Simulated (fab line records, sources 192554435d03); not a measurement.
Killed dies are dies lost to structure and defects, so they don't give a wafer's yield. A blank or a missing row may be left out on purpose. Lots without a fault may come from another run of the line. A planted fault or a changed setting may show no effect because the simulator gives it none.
A struck lot beside a sound one | flow n5_finfet | 14 steps out of a route of 1938
Sound: wafers L584.1, L584.4, L584.6. Struck: wafers L594.1, L594.2, L594.6. The cause comes at the end.
At each step with rows: each side's tool, then ch and its chambers, then its first start. Under that, the readings that differ: sound wafers | struck wafers | difference of the means | sigmas: that difference in standard deviations of wafers without a fault.
alike: readings whose means differ by less than 2 such deviations, and words and numbers that are the same on both sides. not compared: withheld readings, readings that some wafer has no value for, bounds like >300 that may hide the same value, and numbers for which the record gives no deviation and whose values overlap.
The two part at a step that has a row with sigmas, a row that says differs or no value, or rows on one side only. Numbers that don't overlap but have no deviation are shown without sigmas and don't part them. A reading that every wafer of one side lacks parts them only if that side has two wafers or more.

N5_BEOL_M2_INSPECT_59: inspects for defects (darkfield).
  sound on defect_inspect-02, day 7 09:02; struck on defect_inspect-02, day 10 03:02
  alike: raw_defect_count
N5_BEOL_M3_ILD_DEP_00: deposits SiOC from DEMS/O2, target thk 79 nm, time 15.3 s.
  sound on pecvd-01 ch 0,1, day 7 09:04; struck on pecvd-01 ch 0,1, day 10 03:05
  alike: heater_power_outer_w, heater_power_w, showerhead_plenum_p_Torr, throttle_valve_pct
N5_BEOL_M3_THK_MEAS_01:
  sound on film_metro-01, day 7 09:08; struck on film_metro-02, day 10 03:10
  alike: M3_ILD_THK
N5_BEOL_M3_PECVD_72: deposits SiO2 from TEOS/O2, target thk 16 nm, time 18 s.
  sound on pecvd-02 ch 0,2, day 7 09:11; struck on pecvd-04 ch 1,2, day 10 03:12
  alike: heater_power_outer_w, heater_power_w, showerhead_plenum_p_Torr, throttle_valve_pct
N5_BEOL_M3_HM_DEP_02: deposits TiN, target thk 20 nm.
  sound on pvd_sputter-02, day 7 11:09; struck on pvd_sputter-02, day 10 03:50
  alike: throttle_valve_pct
then, 7 steps without rows for these wafers: N5_BEOL_M3_COAT_61 (time 60 s, resist thk 60 nm); N5_BEOL_M3_COAT_62 (time 60 s, resist thk 12 nm); N5_BEOL_M3_COAT_73 (time 60 s, resist thk 5 nm); N5_BEOL_M3_COAT_05 (resist thk 30 nm); N5_BEOL_M3_EBR_07; N5_BEOL_M3_SOFTBAKE_06 (time 60 s); N5_BEOL_M3_EXPOSE_08 (exposes mask M3).
N5_BEOL_M3_PEB_09: peb time 60 s.
  sound on litho_track-03 ch 0, day 7 11:36; struck on litho_track-01, day 10 04:09
  no value came back on the struck wafers for chill_plate_temp_C (C), exhaust_pa (Pa), peb_time_s (s); on the sound wafers chill_plate_temp_C (C) reads 23.02 23.19 23.03
then, 1 step without rows for these wafers: N5_BEOL_M3_DEVELOP_10 (develop time 30 s).

WHERE THEY PART
Only at N5_BEOL_M3_PEB_09, within this record.

WHY: what the simulator had put in
Skipped step whole: litho_track-01, from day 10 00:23 on, at N5_BEOL_M3_PEB_09. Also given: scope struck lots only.
